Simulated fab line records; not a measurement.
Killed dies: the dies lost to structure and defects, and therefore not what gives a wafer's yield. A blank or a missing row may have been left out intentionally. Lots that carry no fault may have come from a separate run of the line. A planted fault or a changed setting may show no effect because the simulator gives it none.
Chamber matching -- flow n5 finfet -- pecvd-01 running N5_BEOL_M0_SAQP_PECVD_03: 3 sister chambers
The step deposits SiCN from 3MS/NH3, target thk 12 nm, time 21.1 s. 3 wafers are shown with their chamber, then 11 later ones without.

WAFERS WITH THEIR CHAMBER
wafer,chamber,showerhead plenum p Torr (Torr)
L085.4,0,3.663
L087.1,2,3.643
L089.2,1,3.693

WAFERS WITHOUT THEIR CHAMBER
wafer,showerhead plenum p Torr (Torr)
L089.3,3.642
L089.4,3.688
L090.1,3.690
L090.3,3.666
L090.4,3.664
L093.1,3.687
L093.4,3.688
L093.5,3.644
L097.2,3.656
L097.3,3.684
L097.5,3.688

EACH ONE'S CHAMBER
wafer,from the rows above,in truth
L089.3,2,2
L089.4,1,1
L090.1,1,1
L090.3,0,0
L090.4,0,0
L093.1,1,1
L093.4,1,1
L093.5,2,2
L097.2,can't be placed: 0 or 2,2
L097.3,1,1
L097.5,1,1
Correct placement for 10 of the 11. These rows do not allow placing 1 (true chamber among the candidates in 1). Number placed wrongly: 0.
How it was worked out, from the rows above alone: a wafer's distance from a chamber is the root of the sum, over the readings, of the square of ((its reading less the chamber's mean) divided by the reading's scatter). If the next closest chamber is less than 2 further off than the closest, the wafer can't be placed; otherwise it belongs to the closest. Each chamber's mean is taken over the wafers shown for it. The scatter: with one shown wafer a chamber, the root of the mean of the squares of how far each hidden wafer lies from its nearest shown one.
